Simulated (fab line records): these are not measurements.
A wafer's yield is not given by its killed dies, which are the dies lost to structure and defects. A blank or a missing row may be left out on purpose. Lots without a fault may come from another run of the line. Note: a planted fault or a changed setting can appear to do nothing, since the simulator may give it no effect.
Matching of chambers || flow nandHarc || 4 sister chambers for NHARC_P_CONTACT_DESCUM_17 on rieDiel-05
The step chemistry O2, time 3 s. 20 wafers are shown with their chamber, then 10 later ones without.

## WAFERS WITH THEIR CHAMBER
{"wafer": "L074.3", "chamber": 1, "drypumpMotorCurrentA (A)": 6.2, "showerheadPlenumPTorr (Torr)": 1.88, "throttleValvePct (%)": 11.314}
{"wafer": "L074.4", "chamber": 3, "drypumpMotorCurrentA (A)": 6.0, "showerheadPlenumPTorr (Torr)": 1.80, "throttleValvePct (%)": 11.316}
{"wafer": "L074.6", "chamber": 3, "drypumpMotorCurrentA (A)": 6.0, "showerheadPlenumPTorr (Torr)": 1.80, "throttleValvePct (%)": 11.312}
{"wafer": "L081.1", "chamber": 0, "drypumpMotorCurrentA (A)": 5.8, "showerheadPlenumPTorr (Torr)": 1.97, "throttleValvePct (%)": 11.317}
{"wafer": "L081.2", "chamber": 1, "drypumpMotorCurrentA (A)": 6.2, "showerheadPlenumPTorr (Torr)": 1.87, "throttleValvePct (%)": 11.296}
{"wafer": "L081.4", "chamber": 2, "drypumpMotorCurrentA (A)": 4.9, "showerheadPlenumPTorr (Torr)": 1.80, "throttleValvePct (%)": 11.306}
{"wafer": "L083.1", "chamber": 0, "drypumpMotorCurrentA (A)": 5.8, "showerheadPlenumPTorr (Torr)": 1.97, "throttleValvePct (%)": 11.322}
{"wafer": "L083.4", "chamber": 3, "drypumpMotorCurrentA (A)": 6.0, "showerheadPlenumPTorr (Torr)": 1.80, "throttleValvePct (%)": 11.301}
{"wafer": "L083.6", "chamber": 1, "drypumpMotorCurrentA (A)": 6.2, "showerheadPlenumPTorr (Torr)": 1.87, "throttleValvePct (%)": 11.314}
{"wafer": "L089.2", "chamber": 0, "drypumpMotorCurrentA (A)": 5.8, "showerheadPlenumPTorr (Torr)": 1.96, "throttleValvePct (%)": 11.319}
{"wafer": "L089.3", "chamber": 1, "drypumpMotorCurrentA (A)": 6.2, "showerheadPlenumPTorr (Torr)": 1.87, "throttleValvePct (%)": 11.323}
{"wafer": "L089.5", "chamber": 0, "drypumpMotorCurrentA (A)": 5.8, "showerheadPlenumPTorr (Torr)": 1.97, "throttleValvePct (%)": 11.315}
{"wafer": "L090.1", "chamber": 3, "drypumpMotorCurrentA (A)": 6.0, "showerheadPlenumPTorr (Torr)": 1.80, "throttleValvePct (%)": 11.305}
{"wafer": "L090.2", "chamber": 0, "drypumpMotorCurrentA (A)": 5.8, "showerheadPlenumPTorr (Torr)": 1.97, "throttleValvePct (%)": 11.301}
{"wafer": "L090.6", "chamber": 3, "drypumpMotorCurrentA (A)": 6.0, "showerheadPlenumPTorr (Torr)": 1.80, "throttleValvePct (%)": 11.318}
{"wafer": "L091.2", "chamber": 3, "drypumpMotorCurrentA (A)": 6.0, "showerheadPlenumPTorr (Torr)": 1.80, "throttleValvePct (%)": 11.315}
{"wafer": "L091.3", "chamber": 2, "drypumpMotorCurrentA (A)": 4.8, "showerheadPlenumPTorr (Torr)": 1.80, "throttleValvePct (%)": 11.299}
{"wafer": "L091.5", "chamber": 0, "drypumpMotorCurrentA (A)": 5.8, "showerheadPlenumPTorr (Torr)": 1.96, "throttleValvePct (%)": 11.316}
{"wafer": "L092.4", "chamber": 3, "drypumpMotorCurrentA (A)": 6.0, "showerheadPlenumPTorr (Torr)": 1.80, "throttleValvePct (%)": 11.314}
{"wafer": "L092.5", "chamber": 0, "drypumpMotorCurrentA (A)": 5.8, "showerheadPlenumPTorr (Torr)": 1.96, "throttleValvePct (%)": 11.303}

SIGNATURES, as means of the wafers listed above
{"reading": "drypumpMotorCurrentA", "chamber 0": 5.800, "chamber 1": 6.200, "chamber 2": 4.850, "chamber 3": 6.000, "scatter within a chamber": 0.0177}
{"reading": "showerheadPlenumPTorr", "chamber 0": 1.9657, "chamber 1": 1.8725, "chamber 2": 1.8000, "chamber 3": 1.8000, "scatter within a chamber": 0.00392}
{"reading": "throttleValvePct", "chamber 0": 11.31329, "chamber 1": 11.31175, "chamber 2": 11.30250, "chamber 3": 11.31157, "scatter within a chamber": 0.00803}
Rule: for a wafer and a chamber, the distance is found by dividing, reading by reading, the gap between the wafer's reading and the chamber's mean by the reading's scatter, squaring, summing and taking the root. If the next closest chamber is less than 2 further off than the closest, the wafer can't be placed; otherwise it belongs to the closest. The scatter: take each reading less its chamber's mean, square it, sum over the shown wafers, divide by the number of wafers less the number of chambers, and take the root.

## WAFERS WITHOUT THEIR CHAMBER
{"wafer": "L092.6", "drypumpMotorCurrentA (A)": 6.2, "showerheadPlenumPTorr (Torr)": 1.87, "throttleValvePct (%)": 11.302}
{"wafer": "L094.1", "drypumpMotorCurrentA (A)": 6.0, "showerheadPlenumPTorr (Torr)": 1.79, "throttleValvePct (%)": 11.304}
{"wafer": "L094.3", "drypumpMotorCurrentA (A)": 6.2, "showerheadPlenumPTorr (Torr)": 1.87, "throttleValvePct (%)": 11.301}
{"wafer": "L094.4", "drypumpMotorCurrentA (A)": 5.8, "showerheadPlenumPTorr (Torr)": 1.96, "throttleValvePct (%)": 11.311}
{"wafer": "L096.2", "drypumpMotorCurrentA (A)": 6.0, "showerheadPlenumPTorr (Torr)": 1.79, "throttleValvePct (%)": 11.312}
{"wafer": "L096.5", "drypumpMotorCurrentA (A)": 5.8, "showerheadPlenumPTorr (Torr)": 1.96, "throttleValvePct (%)": 11.321}
{"wafer": "L096.6", "drypumpMotorCurrentA (A)": 6.2, "showerheadPlenumPTorr (Torr)": 1.87, "throttleValvePct (%)": 11.301}
{"wafer": "L097.1", "drypumpMotorCurrentA (A)": 5.8, "showerheadPlenumPTorr (Torr)": 1.96, "throttleValvePct (%)": 11.317}
{"wafer": "L097.2", "drypumpMotorCurrentA (A)": 4.9, "showerheadPlenumPTorr (Torr)": 1.80, "throttleValvePct (%)": 11.307}
{"wafer": "L097.5", "drypumpMotorCurrentA (A)": 6.0, "showerheadPlenumPTorr (Torr)": 1.79, "throttleValvePct (%)": 11.305}

## EACH ONE'S CHAMBER
{"wafer": "L092.6", "from the rows above": 1, "in truth": 1}
{"wafer": "L094.1", "from the rows above": 3, "in truth": 3}
{"wafer": "L094.3", "from the rows above": 1, "in truth": 1}
{"wafer": "L094.4", "from the rows above": 0, "in truth": 0}
{"wafer": "L096.2", "from the rows above": 3, "in truth": 3}
{"wafer": "L096.5", "from the rows above": 0, "in truth": 0}
{"wafer": "L096.6", "from the rows above": 1, "in truth": 1}
{"wafer": "L097.1", "from the rows above": 0, "in truth": 0}
{"wafer": "L097.2", "from the rows above": 2, "in truth": 2}
{"wafer": "L097.5", "from the rows above": 3, "in truth": 3}
Correctly placed: 10 of 10. Not placeable from these rows: 0. Number placed wrongly: 0.
